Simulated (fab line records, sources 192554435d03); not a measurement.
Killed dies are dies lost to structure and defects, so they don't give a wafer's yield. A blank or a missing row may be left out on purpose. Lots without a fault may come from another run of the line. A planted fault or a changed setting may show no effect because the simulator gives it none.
Problem report in the 8D (eight disciplines) form, filled by code | flow n5_finfet | the parts of the form that need people (team, actions taken, sign-off) are left out

1. THE PROBLEM
killed_at_M0_to_M3 at N5_PASSIVATION_PROBE_49 reads a mean of 120 on 6 wafers of 2 lots; wafers without a fault read 34 with a standard deviation of 11. That is +7.8 standard deviations from the usual mean.
First seen on wafer L626.1, day 16 20:53, on prober-02. The record holds 6 wafers of 2 lots with a number at this step. Rule for "out", or "out of limits": more than 4 standard deviations from the usual mean. The other wafers with a number count as sound.

2. WHAT IT IS AND WHAT IT IS NOT
question                    | is                                                                         | is not
which readings at this step | killed_at_M0_to_M3, defect_limited_yield, killed_dies, sort_bin_5_function | killed_at_M4_up, killed_at_contacts, killed_at_front_end, killed_open, killed_short, sort_bin_8_speed
which lots                  | L626, L627                                                                 | -
which wafers of those lots  | all that have a number                                                     | -
read on which tools         | prober-02                                                                  | -
when                        | from day 16 20:53                                                          | up to then (0 sound wafers)

3. SUSPECTS, AND WHAT RULES EACH OUT
Counting: a tool at a process step up to the reading stays a suspect if it ran every lot that is out and no sound lot after the first of them.
- pvd_sputter-03 at N5_BEOL_M3_SPUTTER_86 (material Cu, target thk 4.5 nm, time 8.29 s): kept. It ran every lot that is out, first L626 (day 11 08:58), and no sound lot after that.
- pvd_sputter-02 at N5_MIM_TOP_DEGAS_04 (time 60 s): kept. It ran every lot that is out, first L626 (day 16 09:10), and no sound lot after that.
- rie_diel-01 at N5_PASSIVATION_PASS_ETCH_47 (etches SiNx in CF4/O2, target depth 770 nm, time 385 s): kept. It ran every lot that is out, first L626 (day 16 17:52), and no sound lot after that.
- prober-02 at N5_PASSIVATION_PROBE_49: kept. It ran every lot that is out, first L626 (day 16 20:53), and no sound lot after that. Its own readings are out on those wafers: defect_limited_yield, killed_at_M0_to_M3, killed_dies, sort_bin_5_function.
Left after counting: pvd_sputter-03 at N5_BEOL_M3_SPUTTER_86, pvd_sputter-02 at N5_MIM_TOP_DEGAS_04, rie_diel-01 at N5_PASSIVATION_PASS_ETCH_47, prober-02 at N5_PASSIVATION_PROBE_49.

4. THE CAUSE (what the simulator had put in)
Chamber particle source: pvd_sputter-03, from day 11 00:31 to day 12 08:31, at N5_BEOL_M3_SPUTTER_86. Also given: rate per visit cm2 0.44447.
Counting left 4 suspects, and this tool is among them.

5. THE CHAIN OF EFFECTS, in route order
Each row: a reading whose mean over the struck wafers that have a number lies more than 3 standard deviations from the usual. Only readings for which the record gives a usual standard deviation are gone through. hours: the time from each lot's start at the first step in this table that gives one to its start at this step, as a median over the lots. sigmas: the change in usual standard deviations.
hours | step                    | reading              | usual  | on struck wafers | change | sigmas
0     | N5_PASSIVATION_PROBE_49 | defect_limited_yield | 91.1 % | 84.4             | -6.7   | -4.8
0     | N5_PASSIVATION_PROBE_49 | killed_at_M0_to_M3   | 34     | 120              | +86    | +7.8
0     | N5_PASSIVATION_PROBE_49 | killed_dies          | 105    | 184              | +79    | +4.9
0     | N5_PASSIVATION_PROBE_49 | sort_bin_5_function  | 5.2 %  | 9.7              | +4.5   | +5.3
0     | N5_PASSIVATION_PROBE_49 | sort_n_pass          | 1074   | 996              | -78    | -3.7
0     | N5_PASSIVATION_PROBE_49 | sort_yield_pct       | 91.0 % | 84.4             | -6.6   | -3.7
The process steps in it:
- N5_PASSIVATION_PROBE_49

6. WHAT WOULD HAVE CAUGHT IT SOONER
In this record the first reading out of limits was taken at day 16 20:53, 140 hours after the fault began at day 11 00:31.
Of the tool readings at N5_BEOL_M3_SPUTTER_86 for which the record gives a usual standard deviation, none was out on any struck wafer, so an alarm limit of 4 standard deviations on them would not have fired.
All the lots that are out (2) had begun N5_BEOL_M3_SPUTTER_86 on pvd_sputter-03 by day 16 20:53. A hold on the tool at that time would have spared none of them.
